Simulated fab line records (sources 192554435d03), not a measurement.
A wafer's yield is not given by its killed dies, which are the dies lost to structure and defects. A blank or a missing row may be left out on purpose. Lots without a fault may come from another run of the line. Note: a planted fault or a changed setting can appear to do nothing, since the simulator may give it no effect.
Chamber matching | flow n5-finfet | N5_BEOL_M4_CO_CAP_55 on cvd-co-01: 3 sister chambers
The step material Co, precursor CCTBA/H2, target thk 2 nm, time 102.1 s. 6 wafers are shown with their chamber, then 9 later ones without.

== EACH WAFER AND ITS CHAMBER ==
wafer  | chamber | heater-power-w (W) | susceptor-temp-C (C)
L085.6 | 0       | 217                | 200.10
L090.2 | 1       | 217                | 200.20
L090.3 | 0       | 217                | 199.83
L088.1 | 2       | 196                | 199.85
L088.2 | 1       | 219                | 200.17
L088.5 | 2       | 197                | 199.94

== WAFERS MISSING THEIR CHAMBER ==
wafer  | heater-power-w (W) | susceptor-temp-C (C)
L091.3 | 223                | 199.79
L091.5 | 192                | 199.92
L091.6 | 218                | 200.07
L096.1 | 198                | 199.77
L096.3 | 219                | 199.94
L096.5 | 198                | 199.81
L097.1 | 219                | 200.07
L097.2 | 224                | 199.99
L097.3 | 195                | 200.19

== THE CHAMBER EACH PASSED THROUGH ==
wafer  | from the rows above     | in truth
L091.3 | can't be placed: 1 or 0 | 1
L091.5 | 2                       | 2
L091.6 | can't be placed: 1 or 0 | 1
L096.1 | 2                       | 2
L096.3 | can't be placed: 0 or 1 | 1
L096.5 | 2                       | 2
L097.1 | can't be placed: 1 or 0 | 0
L097.2 | can't be placed: 1 or 0 | 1
L097.3 | 2                       | 2
Placed correctly: 4 of 9. Can't be placed from these rows: 5 (the true chamber is among the candidates in 5). 0 placed wrongly.
How it was worked out, from the rows above alone: a wafer's distance from a chamber is the root of the sum, over the readings, of the square of ((its reading less the chamber's mean) divided by the reading's scatter). If the next closest chamber is less than 2 further off than the closest, the wafer can't be placed; otherwise it belongs to the closest. The mean given for a chamber averages the wafers shown for that chamber. How the scatter is found: for the shown wafers, subtract from each reading the mean of its chamber, square and add these, divide the total by (wafers less chambers), then take the root.
